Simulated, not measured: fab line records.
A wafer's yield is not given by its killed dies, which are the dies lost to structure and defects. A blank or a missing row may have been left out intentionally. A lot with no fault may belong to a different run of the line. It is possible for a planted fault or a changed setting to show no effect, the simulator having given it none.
What tool caused it? :: flow n5Finfet :: 14 lots with 42 wafers sampled at 3 steps, on a route of 1938 steps

WHAT EACH GAUGE READ, for each wafer
N5_BEOL_M13_RS_MEAS_54: the measuring method here is four-point-probe. Usual: M13_RS 0.0454 ohm/sq, standard deviation 0.001.
lot: L478
measured: day 11 17:34
on: filmMetro-01
M13_RS (ohm/sq): 0.0471 0.0440 0.0468
flag: 

lot: L479
measured: day 11 20:56
on: filmMetro-01
M13_RS (ohm/sq): 0.0461 0.0473 0.0463
flag: 

lot: L480
measured: day 12 06:33
on: filmMetro-01
M13_RS (ohm/sq): 0.0449 0.0459 0.0461
flag: 

lot: L482
measured: day 12 09:11
on: filmMetro-01
M13_RS (ohm/sq): 0.0466 0.0445 0.0466
flag: 

lot: L485
measured: day 12 20:32
on: filmMetro-01
M13_RS (ohm/sq): 0.0455 0.0460 0.0457
flag: 

lot: L483
measured: day 13 01:27
on: filmMetro-01
M13_RS (ohm/sq): 0.0464 0.0456 0.0444
flag: 

lot: L484
measured: day 13 05:34
on: filmMetro-01
M13_RS (ohm/sq): 0.0437 0.0450 0.0442
flag: 

lot: L492
measured: day 14 16:21
on: filmMetro-01
M13_RS (ohm/sq): 0.0449 0.0467 0.0451
flag: 

lot: L493
measured: day 15 08:47
on: filmMetro-02
M13_RS (ohm/sq): 0.0438 0.0450 0.0451
flag: 

lot: L491
measured: day 15 09:08
on: filmMetro-02
M13_RS (ohm/sq): 0.0452 0.0443 0.0457
flag: 

lot: L496
measured: day 15 17:48
on: filmMetro-02
M13_RS (ohm/sq): 0.0456 0.0446 0.0458
flag: 

lot: L494
measured: day 15 20:29
on: filmMetro-02
M13_RS (ohm/sq): 0.0447 0.0470 0.0468
flag: 

lot: L498
measured: day 16 02:46
on: filmMetro-02
M13_RS (ohm/sq): 0.0455 0.0447 0.0455
flag: 

lot: L497
measured: day 16 05:45
on: filmMetro-02
M13_RS (ohm/sq): 0.0453 0.0456 0.0460
flag: 

N5_BEOL_M13_INSPECT_55: inspects for defects (darkfield). Usual: rawDefectCount 71, standard deviation 24.
lot: L478
measured: day 11 17:35
on: defectInspect-02
rawDefectCount: 71 89 85
flag: 

lot: L479
measured: day 11 20:57
on: defectInspect-02
rawDefectCount: 99 54 48
flag: 

lot: L480
measured: day 12 06:34
on: defectInspect-02
rawDefectCount: 81 117 58
flag: 

lot: L482
measured: day 12 09:13
on: defectInspect-01
rawDefectCount: 42 83 72
flag: 

lot: L485
measured: day 12 20:34
on: defectInspect-02
rawDefectCount: 76 44 62
flag: 

lot: L483
measured: day 13 01:29
on: defectInspect-02
rawDefectCount: 62 74 84
flag: 

lot: L484
measured: day 13 05:35
on: defectInspect-02
rawDefectCount: 67 34 80
flag: 

lot: L492
measured: day 14 16:22
on: defectInspect-01
rawDefectCount: 92 97 77
flag: 

lot: L493
measured: day 15 08:49
on: defectInspect-02
rawDefectCount: 81 79 76
flag: 

lot: L491
measured: day 15 09:10
on: defectInspect-02
rawDefectCount: 53 66 58
flag: 

lot: L496
measured: day 15 17:49
on: defectInspect-01
rawDefectCount: 52 63 59
flag: 

lot: L494
measured: day 15 20:30
on: defectInspect-02
rawDefectCount: 55 64 28
flag: 

lot: L498
measured: day 16 02:47
on: defectInspect-02
rawDefectCount: 134 102 111
flag: 

lot: L497
measured: day 16 05:47
on: defectInspect-01
rawDefectCount: 75 108 72
flag: 

TOOL THAT RAN EACH LOT (tool first, then ch and the chambers of the sampled wafers, then the start)
lot: L478
N5_BEOL_M13_DEGAS_41: pvdSputter-01, day 11 16:19

lot: L479
N5_BEOL_M13_DEGAS_41: pvdSputter-02, day 11 19:41

lot: L480
N5_BEOL_M13_DEGAS_41: pvdSputter-02, day 12 05:19

lot: L482
N5_BEOL_M13_DEGAS_41: pvdSputter-02, day 12 07:57

lot: L485
N5_BEOL_M13_DEGAS_41: pvdSputter-02, day 12 18:46

lot: L483
N5_BEOL_M13_DEGAS_41: pvdSputter-01, day 13 00:11

lot: L484
N5_BEOL_M13_DEGAS_41: pvdSputter-01, day 13 02:49

lot: L492
N5_BEOL_M13_DEGAS_41: pvdSputter-02, day 14 15:05

lot: L493
N5_BEOL_M13_DEGAS_41: pvdSputter-01, day 15 07:32

lot: L491
N5_BEOL_M13_DEGAS_41: pvdSputter-01, day 15 07:54

lot: L496
N5_BEOL_M13_DEGAS_41: pvdSputter-02, day 15 16:33

lot: L494
N5_BEOL_M13_DEGAS_41: pvdSputter-02, day 15 19:14

lot: L498
N5_BEOL_M13_DEGAS_41: pvdSputter-02, day 16 01:28

lot: L497
N5_BEOL_M13_DEGAS_41: pvdSputter-03, day 16 04:30
- N5_BEOL_M13_DEGAS_41: time 60 s.

AS READ BY THE TOOLS THEMSELVES (means over the sampled wafers that have a number; for cases with no such wafer, the mark the record gives instead)
N5_BEOL_M13_DEGAS_41. Usual: heaterPowerW 344 W, standard deviation 49.
lot: L478
tool: pvdSputter-01
heaterPowerW (W): 340
flag: 

lot: L479
tool: pvdSputter-02
heaterPowerW (W): 371
flag: 

lot: L480
tool: pvdSputter-02
heaterPowerW (W): 322
flag: 

lot: L482
tool: pvdSputter-02
heaterPowerW (W): 330
flag: 

lot: L485
tool: pvdSputter-02
heaterPowerW (W): 379
flag: 

lot: L483
tool: pvdSputter-01
heaterPowerW (W): 334
flag: 

lot: L484
tool: pvdSputter-01
heaterPowerW (W): 357
flag: 

lot: L492
tool: pvdSputter-02
heaterPowerW (W): 339
flag: 

lot: L493
tool: pvdSputter-01
heaterPowerW (W): 400
flag: 

lot: L491
tool: pvdSputter-01
heaterPowerW (W): 387
flag: 

lot: L496
tool: pvdSputter-02
heaterPowerW (W): 326
flag: 

lot: L494
tool: pvdSputter-02
heaterPowerW (W): 324
flag: 

lot: L498
tool: pvdSputter-02
heaterPowerW (W): 372
flag: 

lot: L497
tool: pvdSputter-03
heaterPowerW (W): 308
flag: 

THE ANSWER, worked out from the rows above alone
Rule: a lot is off if the mean of its wafers that have a number lies more than 3 standard deviations from the usual mean. A lot without any number at a reading at which 4 lots or more have one is off too. All remaining lots with rows at the step are treated as sound. Order of review: gauges by route order, followed by the tools' own readings, for which a lot's mean as printed above is used. At the first step where some lot is off, the reading lying furthest off is the one used; lots without a number count as furthest.
No lot is off at any reading shown: from this, nothing can be told.

WHAT WAS PUT IN BY THE SIMULATOR
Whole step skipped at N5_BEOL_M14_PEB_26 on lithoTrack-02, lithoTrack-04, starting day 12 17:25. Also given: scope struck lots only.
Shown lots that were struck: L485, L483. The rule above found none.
